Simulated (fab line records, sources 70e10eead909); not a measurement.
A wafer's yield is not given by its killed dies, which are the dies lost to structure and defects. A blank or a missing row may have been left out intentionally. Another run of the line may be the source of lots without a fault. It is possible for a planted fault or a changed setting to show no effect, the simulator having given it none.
fab line records | flow nandHarc
record: lots: 6 | wafers: 18 | lastDay: 24
route steps=1159 shown A_SOURCE_PLATE@420 A_ONON_D1@424 END@1159
lots with no fault: from the same line, run without faults
startH: hours from the record's opening day to when the first of the lot's shown wafers began | waitH: hours elapsed since this lot's preceding step | " as in the row above | L1.1+2: several wafers, shown together as one row | - no value, or no start was given | * or withheld: withheld | < > ~ a bound
route shown NAME@n: NAME is a module with steps in the file, n the number in the route of the first one | usual: mean/standard deviation of fault-free wafers | same: alike in all rows | chamber/n: place in a boat | sites: readings site by site | _std_site: the standard deviation of these | _edge_site: outer sites' mean less inner sites' | radiusMm: for every site, how far away it sits from the centre of the wafer | mask NAME#n: copy n | behind: tool/chamber where the wafer was last shaped | hold: the reason the lot was held/the length of the hold in hours/how it ended | device: transistor that didn't switch, given as n, p or np | end of line: the same wafers' tests at the end of the route | a step with no rows: only its recipe | killed: dies that structure and defects cost at the first sort, which is not the same as the wafer's yield | map: dies across one wafer; x = killed, . = not, _ = none there
set.NAME: the setting the step ran with; set.NAME@STEP: the setting that earlier step ran with | model.NAME: the simulator's own value behind a step, which no gauge read
lots at some steps of the route; a table a step, a row a wafer
services: a tool's chamber out of use, with start hour (startH, from the record's first day; less than 0 if before it), hours out, and reason
== steps ==
step: NHARC_A_SOURCE_PLATE_THK_MEAS_06
recipe: thkMeasGauge: ellipsometry
usual: thkNm: 200.3/2.1
lot.wafer | tool         | chamber | startH | waitH | thkNm
L522.1    | filmMetro-01 | -       | 171.69 | 0.4   | 202.1
L522.2    | "            | -       | "      | "     | 202.5
L522.6    | "            | -       | "      | "     | 204.3
L523.1    | filmMetro-02 | -       | 171.69 | 0.4   | 202.0
L523.3    | "            | -       | "      | "     | 200.2
L523.4    | "            | -       | "      | "     | 201.9
L527.2    | filmMetro-01 | -       | 181.25 | 0.4   | 199.3
L527.3    | "            | -       | "      | "     | 197.9
L527.4    | "            | -       | "      | "     | 199.7
L528.3    | filmMetro-02 | -       | 196.41 | 0.4   | 205.2
L528.4    | "            | -       | "      | "     | 202.3
L528.5    | "            | -       | "      | "     | 200.8
L540.1    | filmMetro-02 | -       | 262.42 | 0.4   | 196.7
L540.4    | "            | -       | "      | "     | 197.4
L540.5    | "            | -       | "      | "     | 195.3
L543.4    | filmMetro-01 | -       | 280.02 | 0.4   | 199.8
L543.5    | "            | -       | "      | "     | 199.3
L543.6    | "            | -       | "      | "     | 201.2
step: NHARC_A_SOURCE_PLATE_INSPECT_08
usual: rawDefectCount: 61/27
lot.wafer | tool             | chamber | startH | waitH | rawDefectCount
L522.1    | defectInspect-01 | -       | 171.78 | 0.0   | 71
L522.2    | "                | -       | "      | "     | 51
L522.6    | "                | -       | "      | "     | 77
L523.1    | defectInspect-02 | -       | 171.78 | 0.0   | 45
L523.3    | "                | -       | "      | "     | 28
L523.4    | "                | -       | "      | "     | 61
L527.2    | defectInspect-02 | -       | 181.32 | 0.0   | 87
L527.3    | "                | -       | "      | "     | 101
L527.4    | "                | -       | "      | "     | 113
L528.3    | defectInspect-01 | -       | 196.50 | 0.1   | 59
L528.4    | "                | -       | "      | "     | 37
L528.5    | "                | -       | "      | "     | 54
L540.1    | defectInspect-02 | -       | 262.48 | 0.0   | 59
L540.4    | "                | -       | "      | "     | 56
L540.5    | "                | -       | "      | "     | 51
L543.4    | defectInspect-02 | -       | 280.13 | 0.0   | 106
L543.5    | "                | -       | "      | "     | 58
L543.6    | "                | -       | "      | "     | 51
step: NHARC_A_ONON_D1_DEP_00
recipe: targetThkA: 10000 | n2FlowSccm: 2750 | n2oFlowSccm: 2000 | nh3FlowSccm: 500 | sih4FlowSccm: 210 | tempC: 400
step: NHARC_A_ONON_D1_THK_MEAS_02
recipe: thkMeasGauge: ellipsometry
usual: thkNm: 1000/10
lot.wafer | tool         | chamber | startH | waitH | thkNm
L522.1    | filmMetro-01 | -       | 172.35 | -     | 995
L522.2    | "            | -       | "      | "     | 997
L522.6    | "            | -       | "      | "     | 995
L523.1    | filmMetro-02 | -       | 172.36 | -     | 1004
L523.3    | "            | -       | "      | "     | 1006
L523.4    | "            | -       | "      | "     | 1002
L527.2    | filmMetro-02 | -       | 181.89 | -     | 1012
L527.3    | "            | -       | "      | "     | 1014
L527.4    | "            | -       | "      | "     | 1013
L528.3    | filmMetro-01 | -       | 197.08 | -     | 1000
L528.4    | "            | -       | "      | "     | 1002
L528.5    | "            | -       | "      | "     | 999
L540.1    | filmMetro-02 | -       | 263.05 | -     | 989
L540.4    | "            | -       | "      | "     | 989
L540.5    | "            | -       | "      | "     | 988
L543.4    | filmMetro-02 | -       | 280.71 | -     | 1003
L543.5    | "            | -       | "      | "     | 1003
L543.6    | "            | -       | "      | "     | 1002
step: NHARC_A_ONON_D1_DEP_03
recipe: targetThkA: 10000 | n2FlowSccm: 2750 | n2oFlowSccm: 2000 | nh3FlowSccm: 500 | sih4FlowSccm: 210 | tempC: 400
step: NHARC_A_ONON_D1_THK_MEAS_05
recipe: thkMeasGauge: ellipsometry
usual: thkNm: 1002/8.8
lot.wafer | tool         | chamber | startH | waitH | thkNm
L522.1    | filmMetro-02 | -       | 172.92 | -     | 1000
L522.2    | "            | -       | "      | "     | 1004
L522.6    | "            | -       | "      | "     | 1000
L523.1    | filmMetro-02 | -       | 172.93 | -     | 995
L523.3    | "            | -       | "      | "     | 996
L523.4    | "            | -       | "      | "     | 997
L527.2    | filmMetro-01 | -       | 182.45 | -     | 1025
L527.3    | "            | -       | "      | "     | 1024
L527.4    | "            | -       | "      | "     | 1024
L528.3    | filmMetro-02 | -       | 197.65 | -     | 985
L528.4    | "            | -       | "      | "     | 982
L528.5    | "            | -       | "      | "     | 984
L540.1    | filmMetro-01 | -       | 263.62 | -     | 994
L540.4    | "            | -       | "      | "     | 994
L540.5    | "            | -       | "      | "     | 993
L543.4    | filmMetro-01 | -       | 281.28 | -     | 1003
L543.5    | "            | -       | "      | "     | 1003
L543.6    | "            | -       | "      | "     | 1003
step: NHARC_A_ONON_D1_DEP_06
recipe: targetThkA: 10000 | n2FlowSccm: 2750 | n2oFlowSccm: 2000 | nh3FlowSccm: 500 | sih4FlowSccm: 210 | tempC: 400
step: NHARC_A_ONON_D1_THK_MEAS_08
recipe: thkMeasGauge: ellipsometry
usual: thkNm: 1001/7.6
lot.wafer | tool         | chamber | startH | waitH | thkNm
L522.1    | filmMetro-02 | -       | 173.48 | -     | 1015
L522.2    | "            | -       | "      | "     | 1014
L522.6    | "            | -       | "      | "     | 1011
L523.1    | filmMetro-01 | -       | 173.50 | -     | 998
L523.3    | "            | -       | "      | "     | 997
L523.4    | "            | -       | "      | "     | 996
L527.2    | filmMetro-02 | -       | 183.02 | -     | 1012
L527.3    | "            | -       | "      | "     | 1011
L527.4    | "            | -       | "      | "     | 1010
L528.3    | filmMetro-02 | -       | 198.21 | -     | 993
L528.4    | "            | -       | "      | "     | 994
L528.5    | "            | -       | "      | "     | 994
L540.1    | filmMetro-01 | -       | 264.19 | -     | 1008
L540.4    | "            | -       | "      | "     | 1007
L540.5    | "            | -       | "      | "     | 1008
L543.4    | filmMetro-01 | -       | 281.84 | -     | 1002
L543.5    | "            | -       | "      | "     | 1003
L543.6    | "            | -       | "      | "     | 1002
step: NHARC_A_ONON_D1_DEP_09
recipe: targetThkA: 10000 | n2FlowSccm: 2750 | n2oFlowSccm: 2000 | nh3FlowSccm: 500 | sih4FlowSccm: 210 | tempC: 400
step: NHARC_A_ONON_D1_THK_MEAS_11
recipe: thkMeasGauge: ellipsometry
usual: thkNm: 1002/8.2
lot.wafer | tool         | chamber | startH | waitH | thkNm
L522.1    | filmMetro-02 | -       | 174.05 | -     | 995
L522.2    | "            | -       | "      | "     | 995
L522.6    | "            | -       | "      | "     | 997
L523.1    | filmMetro-01 | -       | 174.06 | -     | 1007
L523.3    | "            | -       | "      | "     | 1007
L523.4    | "            | -       | "      | "     | 1008
L527.2    | filmMetro-01 | -       | 183.64 | -     | 1008
L527.3    | "            | -       | "      | "     | 1008
L527.4    | "            | -       | "      | "     | 1008
L528.3    | filmMetro-01 | -       | 198.78 | -     | 999
L528.4    | "            | -       | "      | "     | 1000
L528.5    | "            | -       | "      | "     | 1002
L540.1    | filmMetro-01 | -       | 264.75 | -     | 1005
L540.4    | "            | -       | "      | "     | 1004
L540.5    | "            | -       | "      | "     | 1006
L543.4    | filmMetro-01 | -       | 282.41 | -     | 1023
L543.5    | "            | -       | "      | "     | 1024
L543.6    | "            | -       | "      | "     | 1022
step: NHARC_A_ONON_D1_DEP_12
recipe: targetThkA: 10000 | n2FlowSccm: 2750 | n2oFlowSccm: 2000 | nh3FlowSccm: 500 | sih4FlowSccm: 210 | tempC: 400
usual: n2FlowSccm: 2750/8.7
lot.wafer | tool         | chamber | startH | waitH | n2FlowSccm
L522.1    | pecvdOnon-04 | 0       | 174.11 | 0.1   | 2742
L522.2    | "            | 0       | "      | "     | 2751
L522.6    | "            | 0       | "      | "     | 2751
L523.1    | pecvdOnon-02 | 0       | 174.12 | 0.1   | 2761
L523.3    | "            | 0       | "      | "     | 2751
L523.4    | "            | 0       | "      | "     | 2754
L527.2    | pecvdOnon-03 | 0       | 183.86 | 0.2   | 2740
L527.3    | "            | 0       | "      | "     | 2733
L527.4    | "            | 0       | "      | "     | 2746
L528.3    | pecvdOnon-03 | 0       | 198.95 | 0.2   | 2759
L528.4    | "            | 0       | "      | "     | 2753
L528.5    | "            | 0       | "      | "     | 2756
L540.1    | pecvdOnon-04 | 0       | 264.81 | 0.1   | 2737
L540.4    | "            | 0       | "      | "     | 2746
L540.5    | "            | 0       | "      | "     | 2742
L543.4    | pecvdOnon-04 | 0       | 282.64 | 0.2   | 2763
L543.5    | "            | 0       | "      | "     | 2752
L543.6    | "            | 0       | "      | "     | 2767
step: NHARC_A_ONON_D1_THK_MEAS_14
recipe: thkMeasGauge: ellipsometry
usual: thkNm: 999/8.9
lot.wafer | tool         | chamber | startH | waitH | thkNm
L522.1    | filmMetro-01 | -       | 174.62 | -     | 995
L522.2    | "            | -       | "      | "     | 995
L522.6    | "            | -       | "      | "     | 996
L523.1    | filmMetro-02 | -       | 174.63 | -     | 994
L523.3    | "            | -       | "      | "     | 995
L523.4    | "            | -       | "      | "     | 994
L527.2    | filmMetro-01 | -       | 184.31 | -     | 991
L527.3    | "            | -       | "      | "     | 993
L527.4    | "            | -       | "      | "     | 992
L528.3    | filmMetro-02 | -       | 199.35 | -     | 1012
L528.4    | "            | -       | "      | "     | 1013
L528.5    | "            | -       | "      | "     | 1011
L540.1    | filmMetro-02 | -       | 265.33 | -     | 1573
L540.4    | "            | -       | "      | "     | 1571
L540.5    | "            | -       | "      | "     | 1569
L543.4    | filmMetro-01 | -       | 282.98 | -     | 1571
L543.5    | "            | -       | "      | "     | 1572
L543.6    | "            | -       | "      | "     | 1572
step: NHARC_A_ONON_D1_ANNEAL_15
recipe: tempC: 750 | timeS: 3600
step: NHARC_END_SORT_01
recipe: tempC: 25
usual: killedAtArray: 24/7.4 | killedAtOther: 0.5/0.81 | killedAtPeriphery: 3.4/2.3 | killedDies: 28/8 | killedOpen: 3.4/1.8 | killedShort: 2.0/1.4
same: grossDies: 677
lot.wafer | tool      | chamber | startH | waitH | killedAtArray | killedAtOther | killedAtPeriphery | killedDies | killedOpen | killedShort
L540.1    | prober-02 | 0       | 546.22 | 2.5   | 666           | 1             | 10                | 677        | 4          | 3
L540.4    | prober-02 | 0       | 548.61 | 3.4   | 670           | 1             | 6                 | 677        | 3          | 4
L540.5    | prober-02 | 0       | 549.41 | 3.7   | 674           | 0             | 3                 | 677        | 3          | 1
L543.4    | prober-02 | 0       | 566.01 | 3.4   | 671           | 0             | 6                 | 677        | 0          | 3
L543.5    | prober-02 | 0       | 566.80 | 3.7   | 671           | 1             | 5                 | 677        | 4          | 2
L543.6    | prober-02 | 0       | 567.60 | 4.0   | 672           | 0             | 5                 | 677        | 1          | 2
killed by level:class
L540.1 A_ONON_D1:areaDep=630 A_SLIT:chamberFilmFlake=15 A_CHANNEL_HOLE_D1:chamberFilmFlake=10 A_CONTACT:chamberFilmFlake=6 P_GATE:chamberFilmFlake=5 A_ONON_D1:geometricParticle:short=2 P_STI:chamberFilmFlake=2 P_STI:geometricParticle:short=1
L540.4 A_ONON_D1:areaDep=621 A_CHANNEL_HOLE_D1:chamberFilmFlake=19 A_SLIT:chamberFilmFlake=17 A_CONTACT:chamberFilmFlake=7 A_STAIRCASE:chamberFilmFlake=4 P_CONTACT:geometricParticle:short=2 P_STI:geometricParticle:short=1 P_STI:geometricParticle:open=1
L540.5 A_ONON_D1:areaDep=635 A_CHANNEL_HOLE_D1:chamberFilmFlake=17 A_SLIT:chamberFilmFlake=8 A_CONTACT:chamberFilmFlake=8 P_GATE:chamberFilmFlake=3 A_STAIRCASE:chamberFilmFlake=2 A_ONON_D1:geometricParticle:short=1 A_CHANNEL_FILL_D1:geometricParticle:open=1
L543.4 A_ONON_D1:areaDep=645 A_STAIRCASE:chamberFilmFlake=9 A_CHANNEL_HOLE_D1:chamberFilmFlake=7 A_CONTACT:chamberFilmFlake=7 P_M2:chamberFilmFlake=4 A_ZERO_WELL:chamberFilmFlake=2 P_STI:geometricParticle:short=1 P_M0:geometricParticle:short=1
L543.5 A_ONON_D1:areaDep=633 A_CHANNEL_HOLE_D1:chamberFilmFlake=17 A_CONTACT:chamberFilmFlake=9 A_STAIRCASE:chamberFilmFlake=7 P_M2:chamberFilmFlake=3 P_STI:geometricParticle:open=1 P_GATE:geometricParticle:open=1 A_CHANNEL_FILL_D1:geometricParticle:short=1
L543.6 A_ONON_D1:areaDep=645 A_CONTACT:chamberFilmFlake=9 A_STAIRCASE:chamberFilmFlake=8 A_CHANNEL_HOLE_D1:chamberFilmFlake=7 P_M2:chamberFilmFlake=2 P_CONTACT:geometricParticle:open=1 A_CHANNEL_FILL_D1:geometricParticle:short=1 A_CONTACT:geometricParticle:short=1
map L540.1 (x killed, . not)
____________x____________
_________xxxxxxx_________
_______xxxxxxxxxxx_______
______xxxxxxxxxxxxx______
_____xxxxxxxxxxxxxxx_____
____xxxxxxxxxxxxxxxxx____
____xxxxxxxxxxxxxxxxx____
___xxxxxxxxxxxxxxxxxxx___
___xxxxxxxxxxxxxxxxxxx___
__xxxxxxxxxxxxxxxxxxxxx__
__xxxxxxxxxxxxxxxxxxxxx__
_xxxxxxxxxxxxxxxxxxxxxxx_
_xxxxxxxxxxxxxxxxxxxxxxx_
_xxxxxxxxxxxxxxxxxxxxxxx_
_xxxxxxxxxxxxxxxxxxxxxxx_
_xxxxxxxxxxxxxxxxxxxxxxx_
xxxxxxxxxxxxxxxxxxxxxxxxx
xxxxxxxxxxxxxxxxxxxxxxxxx
xxxxxxxxxxxxxxxxxxxxxxxxx
xxxxxxxxxxxxxxxxxxxxxxxxx
xxxxxxxxxxxxxxxxxxxxxxxxx
_xxxxxxxxxxxxxxxxxxxxxxx_
_xxxxxxxxxxxxxxxxxxxxxxx_
_xxxxxxxxxxxxxxxxxxxxxxx_
_xxxxxxxxxxxxxxxxxxxxxxx_
_xxxxxxxxxxxxxxxxxxxxxxx_
__xxxxxxxxxxxxxxxxxxxxx__
__xxxxxxxxxxxxxxxxxxxxx__
___xxxxxxxxxxxxxxxxxxx___
___xxxxxxxxxxxxxxxxxxx___
____xxxxxxxxxxxxxxxxx____
____xxxxxxxxxxxxxxxxx____
_____xxxxxxxxxxxxxxx_____
______xxxxxxxxxxxxx______
_______xxxxxxxxxxx_______
_________xxxxxxx_________
____________x____________
map L543.4 (x killed, . not)
____________x____________
_________xxxxxxx_________
_______xxxxxxxxxxx_______
______xxxxxxxxxxxxx______
_____xxxxxxxxxxxxxxx_____
____xxxxxxxxxxxxxxxxx____
____xxxxxxxxxxxxxxxxx____
___xxxxxxxxxxxxxxxxxxx___
___xxxxxxxxxxxxxxxxxxx___
__xxxxxxxxxxxxxxxxxxxxx__
__xxxxxxxxxxxxxxxxxxxxx__
_xxxxxxxxxxxxxxxxxxxxxxx_
_xxxxxxxxxxxxxxxxxxxxxxx_
_xxxxxxxxxxxxxxxxxxxxxxx_
_xxxxxxxxxxxxxxxxxxxxxxx_
_xxxxxxxxxxxxxxxxxxxxxxx_
xxxxxxxxxxxxxxxxxxxxxxxxx
xxxxxxxxxxxxxxxxxxxxxxxxx
xxxxxxxxxxxxxxxxxxxxxxxxx
xxxxxxxxxxxxxxxxxxxxxxxxx
xxxxxxxxxxxxxxxxxxxxxxxxx
_xxxxxxxxxxxxxxxxxxxxxxx_
_xxxxxxxxxxxxxxxxxxxxxxx_
_xxxxxxxxxxxxxxxxxxxxxxx_
_xxxxxxxxxxxxxxxxxxxxxxx_
_xxxxxxxxxxxxxxxxxxxxxxx_
__xxxxxxxxxxxxxxxxxxxxx__
__xxxxxxxxxxxxxxxxxxxxx__
___xxxxxxxxxxxxxxxxxxx___
___xxxxxxxxxxxxxxxxxxx___
____xxxxxxxxxxxxxxxxx____
____xxxxxxxxxxxxxxxxx____
_____xxxxxxxxxxxxxxx_____
______xxxxxxxxxxxxx______
_______xxxxxxxxxxx_______
_________xxxxxxx_________
____________x____________
== services ==
tool         | chamber | startH | hours | kind
pecvdOnon-03 | -       | 153.16 | 13.0  | pm
pecvdOnon-04 | -       | 237.01 | 13.0  | pm
pecvdOnon-02 | -       | 272.42 | 1.3   | repair
== key ==
firstSign: step: NHARC_A_ONON_D1_THK_MEAS_14 | reading: thkNm | direction: up | sigmas: 65 | usual: 999 | struck: 1571
effect: step: NHARC_END_SORT_01 | reading: killedAtArray | direction: up | sigmas: 87 | usual: 24 | struck: 671
moreKillsBornAt: NHARC_A_ONON_D1_DEP_12@pecvdOnon-04: 3809
metAt NHARC_A_ONON_D1_DEP_12
struckWafers L540.1,L540.4,L540.5,L543.4,L543.5,L543.6
laterRowsLeftOut L540.1,L540.4,L540.5,L543.4,L543.5,L543.6
testerLeftOut L540,L543
onsetBetween 174.11 264.81
alsoFits time
fault: kind: processParameterDrift | tool: pecvdOnon-04 | chamber: 0 | onsetH: 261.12 | steps: NHARC_A_ONON_D1_DEP_12 | channel: targetThkA | offset: * | shape: step | endH: 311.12 | actsIn: * | stated: *
testerLeftOut: of these lots the tester's yield and bins aren't shown, on N5 and GAA mostly nor the transistor test; their killed dies are dies lost to structure and defects alone, not to doping, threshold or leakage, so they don't give the yield
laterRowsLeftOut: the simulator's readings of these wafers behind a module that went badly wrong aren't trusted and aren't shown, but for the sort
